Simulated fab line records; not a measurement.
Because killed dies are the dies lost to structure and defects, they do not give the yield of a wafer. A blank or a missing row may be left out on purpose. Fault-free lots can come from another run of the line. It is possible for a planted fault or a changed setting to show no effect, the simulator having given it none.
fab line records    flow nand_harc
record lots=6  wafers=18  last_day=24
route steps=1159 shown A_SLIT@789 A_SIN_REMOVE@804 A_WL_FILL@809 END@1159
lots that met no fault: from a run of the same line without faults
start_h: hours from the record's first day to the start of the lot's first wafer shown    wait_h: how many hours have passed since the lot's step before this one    " same as the row above    L1.1+2: one row covering several wafers at once    - no value present, or no start provided    * or withheld: withheld    < > ~ a bound
route shown NAME@n: a module of which the file shows steps, and the number in the route of the first    usual: the fault-free wafers' mean and standard deviation    same: alike in all rows    chamber/n: place in a boat    sites: per-site readings    _std_site: how widely they spread, as a standard deviation    _edge_site: mean of outer sites minus mean of inner sites    radius_mm: for every site, how far away it sits from the centre of the wafer    mask NAME#n: copy n    behind: the most recent tool/chamber to have shaped the wafer    hold: reason for holding the lot/hours on hold/outcome of the hold    device: the n, p or np transistor that did not switch    end of line: tests run on the same wafers once the route is complete    a step without rows: its recipe alone    killed: dies that structure and defects cost at the first sort, which is not the same as the wafer's yield    map: a wafer's dies, x killed, . not, _ none there
set.NAME: the setting that was run; set.NAME@STEP: the one run at that earlier step    model.NAME: the simulator's own value behind a step, which no gauge read
lots at some steps of the route; a table a step, a row a wafer
services: from which hour (start_h, from the record's first day; less than 0 if before it) a tool's chamber was out of use, for how many hours, and why
## steps
# step NHARC_A_SLIT_DEVELOP_08
# recipe develop_time_s=35  dev_temp_c=23
# step NHARC_A_SLIT_CD_MEAS_09
# recipe target_cd_nm=300  landing_energy_ev=500
# usual cd_nm=299.9/0.47
# same landing_energy_ev=500
lot.wafer  tool       chamber  start_h  wait_h  cd_nm
L340.1     cd_sem-03  0        327.20   -       299.7
L340.3     "          0        "        "       299.7
L340.4     "          0        "        "       300.6
L344.3     cd_sem-03  0        351.53   -       299.6
L344.5     "          0        "        "       300.0
L344.6     "          0        "        "       299.4
L347.1     cd_sem-03  0        382.35   -       299.9
L347.3     "          0        "        "       299.7
L347.6     "          0        "        "       299.8
L353.1     cd_sem-01  0        402.40   -       299.6
L353.2     "          0        "        "       300.5
L353.4     "          0        "        "       300.1
L356.1     cd_sem-01  0        432.74   -       299.5
L356.2     "          0        "        "       299.9
L356.6     "          0        "        "       299.3
L354.1     cd_sem-03  0        433.29   -       299.9
L354.2     "          0        "        "       299.7
L354.6     "          0        "        "       300.1
# step NHARC_A_SLIT_OVL_MEAS_10
# usual overlay_x_nm=0.0/0.84  overlay_y_nm=0.0/0.92
lot.wafer  tool        chamber  start_h  wait_h  overlay_x_nm  overlay_y_nm
L340.1     overlay-02  -        327.28   -       0.1           0.1
L340.3     "           -        "        "       0.5           0.3
L340.4     "           -        "        "       0.7           -0.2
L344.3     overlay-02  -        351.62   -       -0.8          0.0
L344.5     "           -        "        "       0.2           0.0
L344.6     "           -        "        "       -0.6          -0.2
L347.1     overlay-01  -        382.45   -       -1.7          -0.9
L347.3     "           -        "        "       -0.9          -0.6
L347.6     "           -        "        "       -0.8          -0.8
L353.1     overlay-02  -        402.49   -       0.0           -1.5
L353.2     "           -        "        "       -0.4          -1.1
L353.4     "           -        "        "       0.0           -0.4
L356.1     overlay-02  -        432.82   -       -0.7          2.3
L356.2     "           -        "        "       -0.7          2.4
L356.6     "           -        "        "       -0.3          2.1
L354.1     overlay-02  -        433.38   -       0.6           1.6
L354.2     "           -        "        "       0.8           1.3
L354.6     "           -        "        "       0.7           1.9
# step NHARC_A_SLIT_INSPECT_11
# usual raw_defect_count=23/10
lot.wafer  tool               chamber  start_h  wait_h  raw_defect_count
L340.1     defect_inspect-01  -        327.32   0.0     23
L340.3     "                  -        "        "       24
L340.4     "                  -        "        "       19
L344.3     defect_inspect-02  -        351.65   0.0     6
L344.5     "                  -        "        "       10
L344.6     "                  -        "        "       11
L347.1     defect_inspect-02  -        382.48   0.0     17
L347.3     "                  -        "        "       5
L347.6     "                  -        "        "       12
L353.1     defect_inspect-02  -        402.52   0.0     14
L353.2     "                  -        "        "       37
L353.4     "                  -        "        "       28
L356.1     defect_inspect-02  -        432.86   0.0     15
L356.2     "                  -        "        "       14
L356.6     "                  -        "        "       17
L354.1     defect_inspect-02  -        433.42   0.0     30
L354.2     "                  -        "        "       41
L354.6     "                  -        "        "       29
# step NHARC_A_SLIT_DESCUM_14
# recipe time_s=3  o2_flow_sccm=200  ar_flow_sccm=0  bias_power_w=0  chemistry=O2
# step NHARC_A_SLIT_ETCH_24
# recipe target_depth_a=1210  time_s=60.5  cf4_flow_sccm=100  chf3_flow_sccm=30  ar_flow_sccm=0  rf_w=500  bias_w=200  chemistry=CF4/CHF3
# step NHARC_A_SLIT_ETCH_15
# recipe target_depth_a=32000  over_etch_frac=0.3  time_s=832  ion_energy_ev=150  o2_flow_sccm=400  cos_flow_sccm=20  ar_flow_sccm=0  rf_w=500  bias_w=300  chemistry=O2/COS
# usual chamber_pressure_mTorr=20.000/0.021  drypump_motor_current_A=5.8/0.45  oes_product_au=1.002/0.0072  rf_vpp_V=314.2/1.8  showerhead_plenum_p_Torr=3.13/0.1  throttle_valve_pct=28.330/0.0093
lot.wafer  tool         chamber  start_h  wait_h  chamber_pressure_mTorr  drypump_motor_current_A  oes_product_au  rf_hours_counter_h  rf_vpp_V  showerhead_plenum_p_Torr  throttle_valve_pct
L340.1     rie_diel-02  2        -        -       20.001                  5.8                      0.996           12                  314.7     3.18                      28.333
L340.4     "            3        "        "       19.990                  5.9                      0.998           11                  316.3     3.30                      28.343
L340.3     "            0        "        "       20.043                  5.4                      0.988           14                  311.9     3.02                      28.335
L344.3     rie_diel-03  2        -        -       20.018                  5.8                      1.006           8                   313.2     3.12                      28.339
L344.5     "            1        "        "       19.972                  5.0                      0.999           -                   317.7     3.24                      28.318
L344.6     "            3        "        "       19.965                  6.1                      0.999           -                   315.2     3.17                      28.334
L347.3     rie_diel-02  0        -        -       20.008                  5.4                      1.000           3                   313.5     3.01                      28.341
L347.1     "            1        "        "       20.026                  6.4                      0.994           3                   313.2     3.15                      28.344
L347.6     "            2        "        "       20.014                  5.9                      0.998           -                   313.5     3.18                      28.333
L353.2     rie_diel-12  0        -        -       19.999                  6.5                      1.008           1                   311.8     3.02                      28.337
L353.1     "            1        "        "       19.969                  5.2                      1.010           2                   314.9     3.15                      28.333
L353.4     "            0        "        "       19.983                  6.5                      1.008           -                   312.0     3.02                      28.321
L356.2     rie_diel-03  0        -        -       20.016                  6.1                      1.003           3                   313.0     3.04                      28.328
L356.1     "            3        "        "       20.003                  6.1                      1.009           2                   313.6     3.17                      28.325
L356.6     "            0        "        "       19.994                  6.1                      1.003           -                   312.7     3.04                      28.334
L354.1     rie_diel-03  1        -        -       20.002                  5.0                      1.008           4                   318.1     3.24                      28.336
L354.2     "            2        "        "       20.029                  5.8                      1.014           3                   314.9     3.11                      28.330
L354.6     "            1        "        "       20.011                  5.0                      1.005           -                   316.0     3.24                      28.346
# step NHARC_A_SLIT_ETCH_17
# recipe bias_v=900  source_w=withheld  pressure_mtorr=20  ar_flow_sccm=375  c4f8_flow_sccm=83.3  o2_flow_sccm=41.7  time_s=1687.5  target_depth_a=1.01e+05  chemistry=C4F8/O2/Ar
# usual c4f8_flow_sccm=83.34/0.23  chamber_pressure_mTorr=20.001/0.02  drypump_motor_current_A=5.7/0.34  showerhead_plenum_p_Torr=3.73/0.12  throttle_valve_pct=32.046/0.0096
lot.wafer  tool         chamber  start_h  wait_h  c4f8_flow_sccm  chamber_pressure_mTorr  drypump_motor_current_A  rf_hours_counter_h  showerhead_plenum_p_Torr  throttle_valve_pct
L340.1     har_etch-01  1        328.15   -       83.58           20.011                  5.4                      4                   3.80                      32.040
L340.4     "            1        "        "       83.19           19.995                  5.4                      -                   3.80                      32.058
L340.3     "            0        "        "       83.23           19.997                  5.6                      -                   3.57                      32.043
L344.3     har_etch-01  1        353.11   -       83.24           20.010                  5.4                      -                   3.80                      32.059
L344.6     "            1        "        "       83.56           20.007                  5.4                      -                   3.79                      32.045
L344.5     "            0        "        "       83.22           19.983                  5.5                      -                   3.56                      32.033
L347.1     har_etch-01  1        384.11   -       83.41           20.012                  5.4                      29                  3.78                      32.044
L347.3     "            1        "        "       83.36           20.007                  5.4                      -                   3.78                      32.049
L347.6     "            0        "        "       83.34           20.021                  5.5                      -                   3.55                      32.035
L353.2     har_etch-01  1        403.51   -       83.05           19.999                  5.4                      37                  3.78                      32.039
L353.1     "            0        "        "       83.28           19.981                  5.5                      37                  3.55                      32.064
L353.4     "            1        "        "       83.02           19.989                  5.4                      -                   3.78                      32.034
L356.1     har_etch-01  0        436.40   -       83.32           20.004                  5.6                      50                  3.54                      32.059
L356.2     "            1        "        "       83.27           20.034                  5.4                      50                  3.77                      32.049
L356.6     "            1        437.65   -       83.50           19.976                  5.4                      -                   3.77                      32.062
L354.1     har_etch-02  1        438.15   -       83.42           20.002                  6.3                      221                 3.81                      32.055
L354.2     "            0        "        "       83.52           19.985                  5.9                      221                 3.81                      32.043
L354.6     "            0        "        "       83.55           20.001                  5.9                      -                   3.81                      32.043
# step NHARC_A_SLIT_ETCH_26
# recipe bias_v=400  source_w=2000  pressure_mtorr=25  time_s=90  ar_flow_sccm=375  c4f8_flow_sccm=41.7  o2_flow_sccm=83.3  target_depth_a=4000  chemistry=C4F8/O2/Ar
# usual bias_v=400/3.9  c4f8_flow_sccm=41.71/0.12  chamber_pressure_mTorr=25.001/0.024  drypump_motor_current_A=5.7/0.33  showerhead_plenum_p_Torr=3.77/0.12  throttle_valve_pct=27.619/0.0087
lot.wafer  tool         chamber  start_h  wait_h  bias_v  c4f8_flow_sccm  chamber_pressure_mTorr  drypump_motor_current_A  rf_hours_counter_h  showerhead_plenum_p_Torr  throttle_valve_pct
L340.1     har_etch-01  1        329.64   1.2     400     41.80           25.007                  5.4                      5                   3.83                      27.604
L340.4     "            1        "        "       397     41.61           25.008                  5.4                      -                   3.83                      27.628
L340.3     "            0        "        "       404     41.56           25.008                  5.5                      -                   3.60                      27.621
L344.3     har_etch-01  1        354.15   0.8     404     41.79           24.970                  5.4                      -                   3.83                      27.620
L344.6     "            1        "        "       404     41.70           24.985                  5.4                      -                   3.83                      27.627
L344.5     "            0        "        "       390     41.76           24.992                  5.6                      -                   3.59                      27.615
L347.1     har_etch-01  1        385.37   1.0     396     41.63           25.010                  5.4                      30                  3.82                      27.621
L347.3     "            1        "        "       404     41.63           24.999                  5.4                      -                   3.82                      27.628
L347.6     "            0        "        "       397     41.59           25.035                  5.6                      -                   3.58                      27.609
L353.2     har_etch-01  1        404.97   1.2     406     41.62           24.949                  5.4                      38                  3.81                      27.612
L353.1     "            0        "        "       402     41.56           24.992                  5.5                      38                  3.58                      27.617
L353.4     "            1        "        "       403     41.81           25.029                  5.4                      -                   3.81                      27.608
L356.1     har_etch-01  0        437.90   1.3     397     41.70           24.983                  5.5                      52                  3.57                      27.615
L356.2     "            1        "        "       401     41.82           24.960                  5.4                      52                  3.81                      27.633
L356.6     "            1        "        "       400     41.92           24.985                  5.4                      -                   3.81                      27.623
L354.1     har_etch-02  1        449.64   11.2    406     41.73           25.002                  6.3                      222                 3.85                      27.626
L354.2     "            0        "        "       402     41.89           24.964                  5.9                      222                 3.85                      27.607
L354.6     "            0        "        "       412     41.64           24.993                  5.9                      -                   3.85                      27.613
# step NHARC_A_SLIT_STRIP_28
# recipe o2_flow_sccm=400  cos_flow_sccm=20  ar_flow_sccm=0  bias_w=0  chemistry=O2/COS
# step NHARC_A_SLIT_ETCH_29
# recipe target_depth_a=1000  overetch_a=100  time_s=55  ion_energy_ev=100  cf4_flow_sccm=80  o2_flow_sccm=20  ar_flow_sccm=0  rf_w=300  bias_w=100  chemistry=CF4/O2
# usual chamber_pressure_mTorr=30.000/0.028  drypump_motor_current_A=5.8/0.45  oes_f_703_au=1.000/0.0045  oes_o_777_au=1.001/0.0043  oes_product_au=1.003/0.0074  rf_vpp_V=197.7/1.2  showerhead_plenum_p_Torr=1.33/0.041  throttle_valve_pct=13.397/0.0086
lot.wafer  tool         chamber  start_h  wait_h  chamber_pressure_mTorr  drypump_motor_current_A  oes_f_703_au  oes_o_777_au  oes_product_au  rf_hours_counter_h  rf_vpp_V  showerhead_plenum_p_Torr  throttle_valve_pct
L340.1     rie_diel-03  0        330.26   0.1     30.008                  6.1                      1.007         0.993         0.996           8                   198.2     1.30                      13.398
L340.3     "            1        "        "       30.003                  5.0                      1.000         0.998         0.990           8                   198.0     1.39                      13.399
L340.4     "            2        "        "       30.033                  5.9                      0.993         1.001         1.015           8                   198.3     1.33                      13.415
L344.3     rie_diel-12  1        354.72   0.1     29.990                  5.2                      0.996         1.004         1.016           11                  199.0     1.35                      13.390
L344.6     "            0        "        "       30.043                  6.5                      0.996         0.996         1.010           -                   197.9     1.29                      13.402
L344.5     "            1        "        "       29.995                  5.2                      0.993         1.002         1.013           -                   196.0     1.35                      13.383
L347.3     rie_diel-03  3        385.96   0.1     29.983                  6.1                      0.997         1.002         1.004           11                  198.2     1.36                      13.378
L347.1     "            1        "        "       29.998                  5.0                      0.996         1.001         0.996           12                  197.9     1.39                      13.392
L347.6     "            3        "        "       29.967                  6.1                      1.003         1.005         0.996           -                   197.6     1.36                      13.390
L353.1     rie_diel-12  1        405.78   0.3     30.025                  5.2                      1.004         1.004         1.015           2                   196.4     1.35                      13.408
L353.2     "            0        "        "       30.008                  6.5                      1.004         1.007         0.995           2                   198.3     1.29                      13.409
L353.4     "            1        "        "       29.994                  5.2                      0.994         1.011         1.008           -                   197.4     1.35                      13.386
L356.1     rie_diel-03  0        438.51   0.1     30.006                  6.1                      1.007         1.008         1.010           4                   198.0     1.30                      13.380
L356.2     "            3        "        "       30.020                  6.1                      0.987         1.001         1.019           3                   199.1     1.35                      13.386
L356.6     "            0        "        "       29.990                  6.0                      1.001         1.006         1.009           -                   197.3     1.30                      13.409
L354.1     rie_diel-02  2        450.26   0.1     29.950                  5.8                      1.001         1.005         1.009           9                   198.5     1.36                      13.387
L354.2     "            3        "        "       30.007                  6.0                      0.998         1.004         1.004           9                   197.5     1.41                      13.389
L354.6     "            0        "        "       30.000                  5.4                      1.002         1.002         0.996           -                   197.3     1.29                      13.393
# step NHARC_A_SLIT_STRIP_18
# recipe o2_flow_sccm=500  ar_flow_sccm=0  bias_w=0  chemistry=O2
# step NHARC_A_SLIT_PRECLEAN_19
# recipe time_s=*  temp_c=50  bath_age_min=0  chemistry=SC1
# usual nh4oh_flow_mL_min=28.31/0.086
# same bath_age_min=0
lot.wafer  tool          chamber  start_h  wait_h  nh4oh_flow_mL_min
L340.1     wet_bench-05  2        330.65   -       28.43
L340.3     "             4        "        "       28.29
L340.4     "             7        "        "       28.42
L344.3     wet_bench-05  5        355.11   -       28.38
L344.5     "             7        "        "       28.28
L344.6     "             1        "        "       28.30
L347.6     wet_bench-05  1        386.36   -       28.44
L347.3     "             2        "        "       28.39
L347.1     "             3        "        "       28.40
L353.1     wet_bench-04  1        406.24   -       28.36
L353.2     "             3        "        "       28.25
L353.4     "             4        "        "       28.33
L356.1     wet_bench-09  2        438.91   -       28.37
L356.2     "             3        "        "       28.31
L356.6     "             4        "        "       28.13
L354.1     wet_bench-09  2        450.65   -       28.33
L354.6     "             4        "        "       28.15
L354.2     "             5        "        "       28.25
# step NHARC_A_SLIT_SRD_20
# step NHARC_A_SLIT_CD_MEAS_21
# usual cd_nm=289.6/0.66
lot.wafer  tool       chamber  start_h  wait_h  cd_nm
L340.1     cd_sem-03  -        330.79   -       289.6
L340.3     "          -        "        "       290.7
L340.4     "          -        "        "       290.2
L344.3     cd_sem-03  -        355.25   -       290.4
L344.5     "          -        "        "       289.9
L344.6     "          -        "        "       290.1
L347.1     cd_sem-02  -        386.49   -       289.8
L347.3     "          -        "        "       289.7
L347.6     "          -        "        "       289.2
L353.1     cd_sem-01  -        406.37   -       289.5
L353.2     "          -        "        "       289.3
L353.4     "          -        "        "       289.9
L356.1     cd_sem-01  -        439.05   -       289.7
L356.2     "          -        "        "       290.1
L356.6     "          -        "        "       289.8
L354.1     cd_sem-03  -        450.79   -       290.0
L354.2     "          -        "        "       289.9
L354.6     "          -        "        "       289.1
# step NHARC_A_SIN_REMOVE_WET_00
# recipe temp_c=160  time_s=15300  chemistry=H3PO4
# step NHARC_A_SIN_REMOVE_PRECLEAN_01
# recipe time_s=*  temp_c=50  bath_age_min=0  chemistry=SC1
# step NHARC_A_SIN_REMOVE_SRD_02
# step NHARC_A_SIN_REMOVE_INSPECT_04
# usual raw_defect_count=274/69
lot.wafer  tool               chamber  start_h  wait_h  raw_defect_count
L340.1     defect_inspect-01  -        338.45   0.0     227
L340.3     "                  -        "        "       228
L340.4     "                  -        "        "       275
L344.3     defect_inspect-01  -        362.96   0.0     1005
L344.5     "                  -        "        "       1038
L344.6     "                  -        "        "       1013
L347.1     defect_inspect-02  -        394.11   0.0     834
L347.3     "                  -        "        "       913
L347.6     "                  -        "        "       854
L353.1     defect_inspect-02  -        413.84   0.0     300
L353.2     "                  -        "        "       217
L353.4     "                  -        "        "       280
L356.1     defect_inspect-01  -        446.65   0.0     241
L356.2     "                  -        "        "       241
L356.6     "                  -        "        "       286
L354.1     defect_inspect-02  -        458.52   0.0     295
L354.2     "                  -        "        "       281
L354.6     "                  -        "        "       311
# step NHARC_A_WL_FILL_ALD_00
# recipe target_thk_a=30  pulse_time_s=3  ald_cycles=30  temp_c=300  material=Al2O3
# usual heater_power_w=485/37  precursor_pulse_height_rel=1.000/0.021
# same ald_cycles=30
lot.wafer  tool       chamber  start_h  wait_h  heater_power_w  precursor_pulse_height_rel
L340.1     ald_hk-04  3        338.52   0.1     562             0.998
L340.3     "          0        "        "       495             0.971
L340.4     "          1        "        "       462             1.002
L344.3     ald_hk-04  0        363.06   0.1     504             1.032
L344.6     "          3        "        "       573             0.990
L344.5     "          0        "        "       497             0.988
L347.1     ald_hk-04  3        394.18   0.1     585             1.024
L347.3     "          0        "        "       467             1.011
L347.6     "          3        "        "       564             0.977
L353.4     ald_hk-01  3        419.24   5.4     470             1.022
L353.2     "          0        "        "       473             1.023
L353.1     "          1        "        "       456             0.986
L356.2     ald_hk-02  3        446.71   0.1     508             1.007
L356.1     "          1        "        "       501             0.974
L356.6     "          3        "        "       507             0.982
L354.1     ald_hk-04  3        459.41   0.9     570             1.036
L354.2     "          1        "        "       458             1.027
L354.6     "          2        "        "       513             1.005
# step NHARC_END_SORT_01
# recipe temp_c=25
# usual killed_at_array=27/10  killed_at_other=0.6/1  killed_at_periphery=3.4/2.7  killed_dies=31/9.7  killed_open=3.4/1.7  killed_short=2.2/1.5
# same gross_dies=677
lot.wafer  tool       chamber  start_h  wait_h  killed_at_array  killed_at_other  killed_at_periphery  killed_dies  killed_open  killed_short
L344.3     prober-02  0        475.49   3.1     97               2                3                    102          8            2
L344.5     prober-02  0        477.10   3.7     102              0                0                    102          3            3
L344.6     prober-02  0        477.90   4.0     92               0                3                    95           4            2
L347.1     prober-01  0        510.38   2.5     79               0                5                    84           4            1
L347.3     prober-01  0        511.99   3.1     96               1                4                    101          1            3
L347.6     prober-01  0        514.40   4.0     94               0                5                    99           6            3
L353.1     prober-02  0        540.66   2.5     22               0                1                    23           1            1
L353.2     prober-02  0        541.46   2.8     24               1                2                    27           3            1
L353.4     prober-02  0        543.07   3.4     31               3                1                    35           2            2
L356.1     prober-02  0        554.90   2.5     19               1                7                    27           3            2
L356.6     prober-02  0        558.99   4.1     16               0                8                    24           3            0
# killed by level:class
L344.3 A_SLIT:unspecified=86 A_CONTACT:geometric_particle:open=3 P_GATE:chamber_film_flake=2 A_ONON_D1:geometric_particle:short=1 A_ONON_D1:geometric_particle:open=1 A_CHANNEL_FILL_D1:geometric_particle:open=1 A_M0:geometric_particle:open=1 A_BONDPAD:geometric_particle:open=1
L344.5 A_SLIT:unspecified=85 A_STAIRCASE:chamber_film_flake=5 A_CHANNEL_HOLE_D1:chamber_film_flake=4 A_CONTACT:geometric_particle:open=2 A_ONON_D1:geometric_particle:short=1 A_WL_FILL:geometric_particle:short=1 A_BLC:geometric_particle:open=1 A_M0:geometric_particle:short=1
L344.6 A_SLIT:unspecified=78 A_CHANNEL_HOLE_D1:chamber_film_flake=5 A_STAIRCASE:chamber_film_flake=2 P_CONTACT:geometric_particle:short=1 P_M0:geometric_particle:open=1 A_SOURCE_PLATE:geometric_particle:open=1 A_CHANNEL_HOLE_D1:geometric_particle:short=1 A_CONTACT:geometric_particle:open=1
L347.1 A_SLIT:unspecified=73 A_CHANNEL_HOLE_D1:chamber_film_flake=2 P_CONTACT:geometric_particle:open=1 P_M0:geometric_particle:open=1 P_M1:geometric_particle:open=1 A_SGD_CUT:geometric_particle:open=1 A_SGD_CUT:geometric_particle:short=1 P_ZERO_WELL:chamber_film_flake=1
L347.3 A_SLIT:unspecified=87 A_CONTACT:chamber_film_flake=3 P_ZERO_WELL:chamber_film_flake=2 P_M2:chamber_film_flake=2 A_CHANNEL_FILL_D1:geometric_particle:short=1 A_WL_FILL:geometric_particle:short=1 A_WL_FILL:geometric_particle:open=1 A_M0:geometric_particle:short=1
L347.6 A_SLIT:unspecified=81 A_CONTACT:geometric_particle:open=3 A_CHANNEL_HOLE_D1:chamber_film_flake=3 A_CHANNEL_FILL_D1:chamber_film_flake=2 P_CONTACT:geometric_particle:short=1 P_M0:geometric_particle:open=1 P_M0:geometric_particle:short=1 A_WL_FILL:geometric_particle:open=1
L353.1 A_CHANNEL_HOLE_D1:chamber_film_flake=11 A_M1:chamber_film_flake=3 A_WL_FILL:chamber_film_flake=2 A_CONTACT:chamber_film_flake=2 A_BLC:chamber_film_flake=2 A_ONON_D1:geometric_particle:open=1 A_M0:geometric_particle:short=1 P_GATE:chamber_film_flake=1
L353.2 A_CHANNEL_HOLE_D1:chamber_film_flake=17 A_CONTACT:chamber_film_flake=6 P_CONTACT:geometric_particle:open=2 A_ONON_D1:geometric_particle:open=1 STARTING-WAFER:geometric_particle:short=1
L353.4 A_CHANNEL_HOLE_D1:chamber_film_flake=16 A_CONTACT:chamber_film_flake=6 A_STAIRCASE:chamber_film_flake=4 THIN_TSV:chamber_film_flake=3 P_CONTACT:geometric_particle:open=1 A_ONON_D1:geometric_particle:open=1 A_CHANNEL_HOLE_D1:geometric_particle:short=1 A_BLC:geometric_particle:short=1
L356.1 P_STI:chamber_film_flake=5 A_CHANNEL_HOLE_D1:chamber_film_flake=5 A_CONTACT:chamber_film_flake=4 A_CHANNEL_FILL_D1:chamber_film_flake=2 A_STAIRCASE:chamber_film_flake=2 A_SGD_CUT:chamber_film_flake=2 P_GATE:geometric_particle:open=1 A_CHANNEL_FILL_D1:geometric_particle:open=1
L356.6 A_STAIRCASE:chamber_film_flake=5 A_CONTACT:chamber_film_flake=5 P_STI:chamber_film_flake=3 P_M1:chamber_film_flake=3 A_CHANNEL_HOLE_D1:chamber_film_flake=3 P_M2:geometric_particle:open=1 A_CHANNEL_HOLE_D1:geometric_particle:open=1 A_CHANNEL_FILL_D1:geometric_particle:open=1
# map L344.3 (x killed, . not)
____________.____________
_________...x..._________
_______.x....x...._______
______.............______
_____..............._____
____................x____
____.....x...........____
___..................x___
___...................___
__x..x........x........__
__xxxxx...............x__
_.xxxxxx...........x...._
_xxxxxxx................_
_xxxxxxxx..............._
_xxxxxxxx.......x......._
_xxxxxxxx..............._
.xxxxxxx.................
.xxxxxxxx................
xxxxxxxxx................
x.xxxxxx.........x.....x.
..xxxxx..................
_.x.x.x................._
_...xxx............x...._
_......................._
_......................._
_......................._
__.......x.............__
__.....................__
___...................___
___...................___
____....x............____
____.................____
_____..............._____
______.............______
_______.......x..._______
_________......._________
____________.____________
# map L347.3 (x killed, . not)
____________.____________
_________......._________
_______..........._______
______.............______
_____..............._____
____.................____
____.................____
___...................___
___...................___
__..............x......__
__......x..............__
_.....xx.x.............._
_.x...xxx.x.....x......._
_....xxxxxxx.........x.._
_..x.xxxxxxxx..........x_
_....xxxxxxx...........x_
....xxxxxxxxxx...........
.....xxxxxxxx............
.....xxxxxxxx.........x..
....xxxxxxxx.............
...x..xxxxxxx............
_...xxxxxxx.x..........x_
_....x.xxxx............._
_...x..x.xx............._
_.........x............._
_.x....................._
__.....................__
__.....................__
___...................___
___...................___
____.................____
____.................____
_____..............._____
______x............______
_______..........._______
_________......._________
____________.____________
## services
tool          chamber  start_h  hours  kind
har_etch-01   -        306.14   17.0   pm
har_etch-01   0        306.14   17.0   vent_cycle
har_etch-01   1        306.14   17.0   vent_cycle
har_etch-01   0        323.14   -      clean
har_etch-01   0        323.14   -      consumable_replace:focus_ring
har_etch-01   1        323.14   -      clean
har_etch-01   1        323.14   -      consumable_replace:focus_ring
rie_diel-02   -        327.91   9.0    pm
rie_diel-03   3        336.16   1.8    repair
wet_bench-04  -        339.20   8.0    pm
rie_diel-03   0        341.24   4.9    repair
rie_diel-03   0        348.67   7.3    repair
ald_hk-04     -        364.00   10.0   pm
wet_bench-05  -        372.80   8.0    pm
ald_hk-04     -        378.47   0.8    repair
rie_diel-12   -        379.40   9.0    pm
rie_diel-03   -        392.40   9.0    pm
rie_diel-12   2        393.62   16.4   repair
rie_diel-02   1        396.42   7.7    repair
rie_diel-12   3        406.67   15.5   repair
rie_diel-02   0        408.33   7.3    repair
ald_hk-02     -        430.89   0.7    repair
rie_diel-03   3        440.27   8.7    repair
wet_bench-05  -        450.08   2.3    repair
## key
first_sign step=NHARC_A_SIN_REMOVE_INSPECT_04  reading=raw_defect_count  direction=up  sigmas=9.7  usual=274  struck=943
effect step=NHARC_END_SORT_01  reading=killed_dies  direction=up  sigmas=6.8  usual=31  struck=97
more_kills_born_at NHARC_A_SLIT_PRECLEAN_19@wet_bench-05=490
met_at NHARC_A_SLIT_PRECLEAN_19
struck_wafers L344.3,L344.5,L344.6,L347.1,L347.3,L347.6
tester_left_out L344,L347
onset_between 330.65 355.11
fault kind=chamber_particle_source  tool=wet_bench-05  chamber=-  onset_h=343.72  steps=NHARC_A_SLIT_PRECLEAN_19  rate_per_visit_cm2=1.0861  end_h=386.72
# tester_left_out: of these lots the tester's yield and bins aren't shown, on N5 and GAA mostly nor the transistor test; their killed dies are dies lost to structure and defects alone, not to doping, threshold or leakage, so they don't give the yield
